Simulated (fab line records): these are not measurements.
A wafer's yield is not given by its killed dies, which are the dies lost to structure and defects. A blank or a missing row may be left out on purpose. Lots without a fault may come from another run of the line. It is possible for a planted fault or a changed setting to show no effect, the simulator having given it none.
A lot that was struck, set against a sound lot :: flow n5-finfet :: 19 out of 1938 route steps
Sound: wafers L866.1, L866.4, L866.6. Wafers L879.1, L879.3, L879.4 were the ones struck. Last of all comes the cause.
For every step that has rows: the tool of each side, followed by ch and its chambers, followed by its first start. Under that, the readings that differ: sound wafers :: struck wafers :: difference of the means :: sigmas: that difference in standard deviations of wafers without a fault.
alike: readings whose means differ by less than 2 such deviations, and words and numbers that are the same on both sides. not compared: withheld readings, readings that some wafer has no value for, bounds like >300 that may hide the same value, and numbers for which the record gives no deviation and whose values overlap.
A row with sigmas, a row that says differs or no value, or rows on one side alone: a step with any of these is where the two part. Numbers that don't overlap but have no deviation are shown without sigmas and don't part them. Lack of a reading on every wafer of one side parts them only where that side has two or more wafers.

first, 2 steps without rows for these wafers: N5_BEOL_M3_STRIP_65 (strips in N2/H2); N5_BEOL_M3_STRIP_75 (strips in N2/H2).
N5_BEOL_M3_STRIP_66: strips in CF4.
  sound on rie-diel-01 ch 1,3, day 7 15:00; struck on rie-diel-01 ch 0,2,3, day 11 08:01
  alike: cf4-flow-sccm, drypump-motor-current-A, oes-product-au, power-w, rf-vpp-V, showerhead-plenum-p-Torr, throttle-valve-pct
  not compared: rf-hours-counter-h
N5_BEOL_M3_HM_OPEN_17: chemistry Cl2/BCl3, target TiN, target depth 20 nm, overetch 6 nm.
  sound on rie-metal-03 ch 0,1, day 7 15:02; struck on rie-metal-03 ch 0,1, day 11 08:04
  alike: bias-w, drypump-motor-current-A, oes-product-au, throttle-valve-pct
  not compared: rf-hours-counter-h
N5_BEOL_M3_STRIP_19: strips in O2.
  sound on rie-diel-02 ch 0,1, day 7 15:12; struck on rie-diel-02 ch 0,1,2, day 11 08:17
  alike: drypump-motor-current-A, oes-product-au, rf-vpp-V, showerhead-plenum-p-Torr, throttle-valve-pct
  not compared: rf-hours-counter-h
N5_BEOL_M3_CD_MEAS_18: pitch 36 nm, target cd 18 nm.
  sound on cd-sem-03 at day 7 15:16; struck on cd-sem-02 at day 11 08:21
  alike: cd-nm
then, 6 steps without rows for these wafers: N5_BEOL_M3_COAT_67 (time 60 s, resist thk 60 nm); N5_BEOL_M3_COAT_68 (time 60 s, resist thk 12 nm); N5_BEOL_M3_COAT_76 (time 60 s, resist thk 5 nm); N5_BEOL_M3_COAT_22 (resist thk 30 nm); N5_BEOL_M3_EBR_24; N5_BEOL_M3_SOFTBAKE_23 (time 60 s).
N5_BEOL_M3_EXPOSE_25: exposes mask V2, defocus 5 nm.
  sound on euv-scanner-02 ch 0, day 7 15:26; struck on euv-scanner-02 ch 0, day 11 08:32
reading: exposure-dose-mJ-cm2
sound: 62.75 62.86 62.85
struck: 60.19 60.12 60.09
difference: -2.69
sigmas: -37
  alike: mask
then, 2 steps without rows for these wafers: N5_BEOL_M3_PEB_26 (peb time 60 s); N5_BEOL_M3_DEVELOP_27 (develop time 30 s).
N5_BEOL_M3_CD_MEAS_28: target cd 25.7 nm, target cd y 23.3 nm.
  sound on cd-sem-02 ch 0, day 7 15:35; struck on cd-sem-02 ch 0, day 11 08:41
reading: cd-nm (nm)
sound: 25.27 25.51 25.65
struck: 24.93 24.90 25.06
difference: -0.51
sigmas: -2
N5_BEOL_M3_OVL_MEAS_29:
  sound on overlay-01 ch 0, day 7 15:37; struck on overlay-02 ch 0, day 11 08:43
  alike: V2_OVL
N5_BEOL_M4_RC_MEAS_101:
  sound on prober-01 ch 0, day 8 09:47; struck on prober-01 ch 0, day 12 16:37
reading: DIBL_N (mV/V)
sound: 32.6 33.8 34.9
struck: 36.9 38.4 36.3
difference: +3.4
sigmas: +2
  alike: DIBL_P, IOFF_N, IOFF_P, ION_N, ION_P, SS_N, SS_P, VT_N, VT_P
next, for these wafers, 1 step has no rows: N5_PASSIVATION_PROBE_49.

== WHERE THEY PART ==
Earliest at N5_BEOL_M3_EXPOSE_25; latest, in this record, at N5_BEOL_M4_RC_MEAS_101.

WHY: what the simulator had put in
Process parameters drifting: euv-scanner-02 at N5_BEOL_M3_EXPOSE_25, beginning at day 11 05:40. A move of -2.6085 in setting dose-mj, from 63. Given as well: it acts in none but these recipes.
